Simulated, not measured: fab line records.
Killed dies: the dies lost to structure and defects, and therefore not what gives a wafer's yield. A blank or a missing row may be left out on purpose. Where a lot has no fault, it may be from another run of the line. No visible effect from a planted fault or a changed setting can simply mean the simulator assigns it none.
Which of the tools did it? | flow n5Finfet | 11 lots with 29 wafers sampled at 5 steps, on a route of 1938 steps

WHAT THE GAUGES SHOWED, per wafer
N5_ZERO_LAYER_INSPECT_20: inspects for defects (darkfield). Usual: 39 for rawDefectCount, sd 17.
lot  | measured    | on               | rawDefectCount | flag
L329 | day 1 13:31 | defectInspect-02 | 46 30          | 
L330 | day 1 19:46 | defectInspect-02 | 33 38 33       | 
L332 | day 2 07:37 | defectInspect-02 | 44 60 61       | 
L334 | day 2 19:17 | defectInspect-01 | 41 23 45       | 
L335 | day 3 01:28 | defectInspect-01 | 65 78 86       | 
L338 | day 3 19:21 | defectInspect-02 | 65 34          | 
L344 | day 5 07:15 | defectInspect-01 | 42 41 17       | 
L345 | day 5 13:15 | defectInspect-02 | 33 24 31       | 
L346 | day 5 19:25 | defectInspect-02 | 23 32          | 
L348 | day 6 07:19 | defectInspect-02 | 49 41          | 
L351 | day 7 01:24 | defectInspect-01 | 72 50 63       | 

N5_WELL_APT_INSPECT_38: inspects for defects (darkfield). Usual: 14 for rawDefectCount, sd 4.9.
lot  | measured    | on               | rawDefectCount | flag
L329 | day 1 17:11 | defectInspect-01 | 16 16          | 
L330 | day 1 23:32 | defectInspect-02 | 12 11 18       | 
L332 | day 2 11:16 | defectInspect-02 | 9 14 7         | 
L334 | day 2 22:45 | defectInspect-01 | 16 12 16       | 
L335 | day 3 05:05 | defectInspect-02 | 11 15 12       | 
L338 | day 3 23:37 | defectInspect-02 | 21 16          | 
L344 | day 5 10:32 | defectInspect-01 | 15 12 19       | 
L345 | day 5 16:59 | defectInspect-02 | 5 8 11         | 
L346 | day 5 22:58 | defectInspect-01 | 15 28          | 
L348 | day 6 10:57 | defectInspect-01 | 12 5           | 
L351 | day 7 04:34 | defectInspect-01 | 18 10 15       | 

N5_BEOL_M4_RC_MEAS_101. Usual: DIBL_N 36.1 mV/V, standard deviation 2; DIBL_P 36.3 mV/V, standard deviation 2.5; IOFF_N 0.16 nA/um, standard deviation 0.037; IOFF_P 0.21 nA/um, standard deviation 0.039; ION_N 678 uA/um, standard deviation 15; ION_P 465 uA/um, standard deviation 8.7; SS_N 71.4 mV/dec, standard deviation 0.7; SS_P 73.3 mV/dec, standard deviation 0.74; VT_N 249 mV, standard deviation 3.6; VT_P -250.0 mV, standard deviation 2.9.
lot  | measured     | on        | DIBL_N (mV/V)  | DIBL_P (mV/V)  | IOFF_N (nA/um) | IOFF_P (nA/um) | ION_N (uA/um) | ION_P (uA/um) | SS_N (mV/dec)  | SS_P (mV/dec)  | VT_N (mV)   | VT_P (mV)            | flag
L329 | day 7 18:09  | prober-01 | 35.5 33.2      | 36.4 33.5      | 0.16 0.11      | 0.26 0.20      | 669 649       | 475 462       | 72.2 71.1      | 73.6 72.7      | 251 257     | -243.3 -247.6        | 
L330 | day 8 10:25  | prober-02 | 38.3 35.3 35.2 | 39.1 35.5 36.0 | 0.24 0.16 0.16 | 0.29 0.22 0.23 | 711 670 671   | 482 465 465   | 71.9 71.7 71.8 | 73.6 71.8 72.8 | 241 249 245 | -245.8 -248.4 -249.0 | 
L332 | day 8 13:13  | prober-02 | 33.3 36.9 33.6 | 30.4 35.9 30.2 | 0.09 0.14 0.09 | 0.15 0.21 0.14 | 643 684 642   | 452 470 443   | 70.6 71.0 70.6 | 72.3 72.7 71.8 | 257 250 258 | -252.8 -250.1 -255.9 | 
L334 | day 9 06:07  | prober-02 | 36.2 34.6 37.3 | 37.4 35.8 39.0 | 0.16 0.13 0.19 | 0.21 0.18 0.23 | 679 671 688   | 463 466 467   | 71.7 71.1 72.2 | 73.2 72.5 74.0 | 249 256 250 | -253.5 -253.8 -251.7 | 
L335 | day 9 06:28  | prober-01 | 34.8 34.5 38.4 | 35.2 35.1 40.7 | 0.14 0.13 0.21 | 0.18 0.17 0.27 | 687 670 687   | 470 459 472   | 71.5 71.3 72.4 | 72.7 73.1 74.3 | 251 251 244 | -250.1 -251.9 -245.6 | 
L338 | day 10 18:18 | prober-01 | 33.9 37.4      | 33.0 38.3      | 0.12 0.17      | 0.17 0.26      | 663 678       | 464 469       | 71.1 71.9      | 72.9 74.4      | 255 249     | -251.0 -245.3        | 
L344 | day 12 21:02 | prober-02 | 38.7 37.1 38.4 | 38.7 37.5 39.5 | 0.22 0.20 0.22 | 0.25 0.23 0.27 | 690 690 697   | 463 469 469   | 72.0 71.7 72.0 | 74.1 72.8 74.3 | 246 246 242 | -247.5 -248.3 -247.3 | 
L345 | day 12 19:57 | prober-02 | 32.4 35.0 32.9 | 32.2 36.2 34.0 | 0.11 0.15 0.13 | 0.13 0.18 0.16 | 660 670 675   | 448 458 461   | 70.8 71.6 70.4 | 71.7 73.5 71.8 | 252 250 248 | -256.9 -254.3 -254.9 | 
L346 | day 13 11:09 | prober-02 | 35.3 34.1      | 36.6 34.7      | 0.15 0.14      | 0.21 0.19      | 654 674       | 456 473       | 71.2 70.5      | 73.1 71.9      | 252 251     | -249.0 -250.6        | 
L348 | day 13 20:16 | prober-02 | 34.5 34.3      | 35.3 35.2      | 0.15 0.13      | 0.20 0.19      | 690 660       | 476 453       | 71.0 70.8      | 72.5 72.5      | 249 252     | -250.5 -249.1        | 
L351 | day 14 13:26 | prober-01 | 39.8 36.3 37.8 | 41.0 37.9 38.1 | 0.25 0.17 0.21 | 0.31 0.25 0.24 | 702 687 689   | 476 474 460   | 72.3 71.1 72.4 | 74.4 74.2 74.1 | 242 246 244 | -245.9 -244.9 -248.1 | 

TOOL THAT RAN EACH LOT (tool first, then ch and the chambers of the sampled wafers, then the start)
lot  | N5_ZERO_LAYER_EXPOSE_08         | N5_WELL_APT_DESCUM_30
L329 | krfScanner-01 ch 0, day 1 12:37 | rieDiel-05 ch 0,1, day 1 15:16
L330 | krfScanner-02 ch 0, day 1 18:43 | rieDiel-05 ch 0,1,2, day 1 21:40
L332 | krfScanner-01 ch 0, day 2 06:37 | rieDiel-06 ch 0,3, day 2 09:23
L334 | krfScanner-02 ch 0, day 2 18:29 | rieDiel-04 ch 0,1, day 2 21:05
L335 | krfScanner-02 ch 0, day 3 00:28 | rieDiel-06 ch 0,1,2, day 3 03:06
L338 | krfScanner-01 ch 0, day 3 18:29 | rieDiel-04 ch 0,3, day 3 21:09
L344 | krfScanner-01 ch 0, day 5 06:28 | rieDiel-04 ch 2,3, day 5 08:53
L345 | krfScanner-01 ch 0, day 5 12:28 | rieDiel-06 ch 0,1,2, day 5 15:20
L346 | krfScanner-02 ch 0, day 5 18:37 | rieDiel-05 ch 2,3, day 5 21:03
L348 | krfScanner-02 ch 0, day 6 06:28 | rieDiel-04 ch 0,3, day 6 09:17
L351 | krfScanner-02 ch 0, day 7 00:37 | rieDiel-06 ch 0,1,2, day 7 02:55
- N5_ZERO_LAYER_EXPOSE_08: exposes mask ZERO, defocus 0 nm, target cd 2000 nm.
- N5_WELL_APT_DESCUM_30: chemistry O2, time 7.9 s.

WHAT THE TOOLS THEMSELVES READ (means of the sampled wafers that have a number; where no wafer has one, the mark that the record gives instead)
N5_ZERO_LAYER_EXPOSE_08. Usual: exposureDoseMJCm2 16.201, standard deviation 0.016; focusOffsetNm 0.0 nm, standard deviation 0.5.
lot  | tool          | exposureDoseMJCm2 | focusOffsetNm (nm) | flag
L329 | krfScanner-01 | 16.179            | 0.7                | 
L330 | krfScanner-02 | 16.195            | 0.5                | 
L332 | krfScanner-01 | 16.204            | 0.6                | 
L334 | krfScanner-02 | 16.203            | -0.0               | 
L335 | krfScanner-02 | 16.200            | -0.0               | 
L338 | krfScanner-01 | 16.230            | 0.1                | 
L344 | krfScanner-01 | 16.466            | -0.2               | OFF
L345 | krfScanner-01 | 16.432            | 0.1                | OFF
L346 | krfScanner-02 | 16.209            | -0.1               | 
L348 | krfScanner-02 | 16.223            | -0.5               | 
L351 | krfScanner-02 | 16.180            | -0.6               | 

N5_WELL_APT_DESCUM_30. Usual: drypumpMotorCurrentA 5.8 A, standard deviation 0.41; oesProductAu 0.75 a.u., standard deviation 0.083; rfFwdPowerW 49.70 W, standard deviation 0.18; rfVppV 243.7 V, standard deviation 1.3; showerheadPlenumPTorr 2.13 Torr, standard deviation 0.064; throttleValvePct 20.47 %, standard deviation 0.18.
lot  | tool       | drypumpMotorCurrentA (A) | oesProductAu (a.u.) | rfFwdPowerW (W) | rfVppV (V) | showerheadPlenumPTorr (Torr) | throttleValvePct (%) | flag
L329 | rieDiel-05 | 5.8                      | 0.69                | 49.66           | 243.5      | 2.12                         | 20.50                | 
L330 | rieDiel-05 | 5.7                      | 0.74                | 49.78           | 243.7      | 2.15                         | 20.46                | 
L332 | rieDiel-06 | 5.4                      | 0.72                | 49.56           | 242.8      | 2.05                         | 20.35                | 
L334 | rieDiel-04 | 5.4                      | 0.73                | 49.68           | 244.8      | 2.17                         | 20.59                | 
L335 | rieDiel-06 | 6.1                      | 0.72                | 49.72           | 243.9      | 2.11                         | 20.43                | 
L338 | rieDiel-04 | 5.3                      | 0.72                | 49.65           | 243.7      | 2.12                         | 20.71                | 
L344 | rieDiel-04 | 5.7                      | 0.81                | 49.87           | 244.1      | 2.17                         | 20.55                | 
L345 | rieDiel-06 | 6.1                      | 0.70                | 49.61           | 242.6      | 2.10                         | 20.48                | 
L346 | rieDiel-05 | 5.9                      | 0.75                | 49.91           | 243.7      | 2.13                         | 20.42                | 
L348 | rieDiel-04 | 5.3                      | 0.70                | 49.70           | 244.2      | 2.12                         | 20.75                | 
L351 | rieDiel-06 | 6.1                      | 0.79                | 49.71           | 243.7      | 2.10                         | 20.39                | 

THE ANSWER, worked out from the rows above alone
Rule: take the mean of a lot's wafers that have a number; if it is more than 3 standard deviations from the usual mean, the lot is off. Also off: a lot with no number at a reading for which 4 or more lots have one. All remaining lots with rows at the step are treated as sound. The gauges are gone through in route order, then the tools' own readings, and for those a lot's mean is taken as printed above. At the first step where some lot is off, the reading lying furthest off is the one used; lots without a number count as furthest.
Off: L344, L345, at N5_ZERO_LAYER_EXPOSE_08 (exposureDoseMJCm2).
A tool fits if, at that step or a process step before it, it ran every lot that is off, and no sound lot after the first of them. One fits: krfScanner-01 at N5_ZERO_LAYER_EXPOSE_08. Its last sound lot is L338 (day 3 18:29), its first lot that is off L344 (day 5 06:28): a fault that began between those two fits.
The tool's own readings at N5_ZERO_LAYER_EXPOSE_08 bear it out: on the lots that are off they differ by more than 5 times the standard deviation of the sound lots' means. exposureDoseMJCm2 reads 16.449 there against 16.203 on the sound lots.

WHAT WAS PUT IN BY THE SIMULATOR
Process parameters drifting: krfScanner-01 at N5_ZERO_LAYER_EXPOSE_08, beginning at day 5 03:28. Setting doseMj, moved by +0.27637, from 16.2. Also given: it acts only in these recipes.
Struck lots among those shown: L344, L345. The same result came from the rule above.
